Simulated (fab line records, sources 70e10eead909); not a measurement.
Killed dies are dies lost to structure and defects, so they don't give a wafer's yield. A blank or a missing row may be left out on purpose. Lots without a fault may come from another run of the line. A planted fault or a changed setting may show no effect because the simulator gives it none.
Chamber matching | flow nand_harc | NHARC_A_BLC_CMP_25 on cmp-04: 4 sister chambers
The step polishes, t overpolish 30 s, target thk 150 nm. 15 wafers are shown with their chamber, then 7 later ones without.

WAFERS WITH THEIR CHAMBER
wafer  | chamber | motor_current_A (A) | slurry_filter_dp_kPa (kPa) | time_to_endpoint_s (s)
L660.1 | 1       | 12.0                | 13.46                      | 31
L660.3 | 2       | 9.8                 | 13.44                      | 32
L660.5 | 1       | 12.4                | 13.48                      | 29
L659.2 | 3       | 14.5                | 13.75                      | 28
L659.3 | 2       | 10.3                | 13.45                      | 30
L662.2 | 3       | 14.7                | 13.72                      | 26
L662.3 | 0       | 12.1                | 13.22                      | 28
L672.3 | 2       | 10.0                | 13.59                      | 31
L672.5 | 1       | 12.5                | 13.95                      | 31
L672.6 | 0       | 11.4                | 13.29                      | 31
L673.2 | 1       | 12.5                | 13.58                      | 28
L673.3 | 2       | 9.3                 | 13.53                      | 29
L673.4 | 0       | 11.5                | 13.73                      | 27
L676.1 | 0       | 11.7                | 13.48                      | 27
L676.2 | 1       | 12.5                | 13.77                      | 28

SIGNATURES (means of the wafers above)
reading              | chamber 0 | chamber 1 | chamber 2 | chamber 3 | scatter within a chamber
motor_current_A      | 11.675    | 12.380    | 9.850     | 14.600    | 0.305
slurry_filter_dp_kPa | 13.4300   | 13.6480   | 13.5025   | 13.7350   | 0.177
time_to_endpoint_s   | 28.25     | 29.40     | 30.50     | 27.00     | 1.57
Rule: a wafer's distance from a chamber is the root of the sum, over the readings, of the square of ((its reading less the chamber's mean) divided by the reading's scatter). The wafer belongs to the nearest chamber; if the next one is less than 2 further off, it can't be placed. The scatter: the root of (the sum of the squares of (reading less its chamber's mean) over the shown wafers, divided by (wafers less chambers)).

WAFERS WITHOUT THEIR CHAMBER
wafer  | motor_current_A (A) | slurry_filter_dp_kPa (kPa) | time_to_endpoint_s (s)
L676.4 | 14.4                | 13.34                      | 24
L675.2 | 11.5                | 13.43                      | 27
L675.4 | 10.4                | 13.58                      | 29
L675.5 | 9.9                 | 13.59                      | 27
L677.1 | 10.2                | 13.45                      | 29
L677.2 | 11.6                | 13.83                      | 27
L677.3 | 14.3                | 13.67                      | 25

WHICH CHAMBER EACH WENT THROUGH
wafer  | from the rows above     | in truth
L676.4 | 3                       | 3
L675.2 | 0                       | 0
L675.4 | 2                       | 2
L675.5 | 2                       | 2
L677.1 | 2                       | 2
L677.2 | can't be placed: 0 or 1 | 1
L677.3 | 3                       | 3
Placed correctly: 6 of 7. Can't be placed from these rows: 1 (the true chamber is among the candidates in 1). Placed wrongly: 0.
